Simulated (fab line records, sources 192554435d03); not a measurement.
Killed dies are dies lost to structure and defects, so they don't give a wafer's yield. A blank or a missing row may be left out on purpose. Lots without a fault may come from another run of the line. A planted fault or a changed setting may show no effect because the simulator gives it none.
Chamber matching | flow n5_finfet | N5_MOL_CONTACT_COAG_ETCH_66 on rie_diel-03: 4 sister chambers
The step etches SiARC in CF4, target depth 13 nm, time 21.7 s. 4 wafers are shown with their chamber, then 7 later ones without.

WAFERS WITH THEIR CHAMBER
wafer  | chamber | showerhead_plenum_p_Torr (Torr)
L082.1 | 0       | 2.01
L082.6 | 3       | 2.19
L090.5 | 1       | 2.09
L093.4 | 2       | 2.16

WAFERS WITHOUT THEIR CHAMBER
wafer  | showerhead_plenum_p_Torr (Torr)
L093.5 | 2.16
L095.3 | 2.16
L095.4 | 2.25
L095.6 | 2.16
L096.1 | 2.16
L096.5 | 2.17
L096.6 | 2.25

WHICH CHAMBER EACH WENT THROUGH
wafer  | from the rows above     | in truth
L093.5 | can't be placed: 2 or 3 | 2
L095.3 | can't be placed: 2 or 3 | 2
L095.4 | can't be placed: 3 or 2 | 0
L095.6 | can't be placed: 2 or 3 | 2
L096.1 | can't be placed: 2 or 3 | 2
L096.5 | can't be placed: 2 or 3 | 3
L096.6 | can't be placed: 3 or 2 | 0
Placed correctly: 0 of 7. Can't be placed from these rows: 7 (the true chamber is among the candidates in 5). Placed wrongly: 0.
How it was worked out, from the rows above alone: a wafer's distance from a chamber is the root of the sum, over the readings, of the square of ((its reading less the chamber's mean) divided by the reading's scatter). The wafer belongs to the nearest chamber; if the next one is less than 2 further off, it can't be placed. A chamber's mean is the mean of its shown wafers. The scatter: with one shown wafer a chamber, the root of the mean of the squares of how far each hidden wafer lies from its nearest shown one.
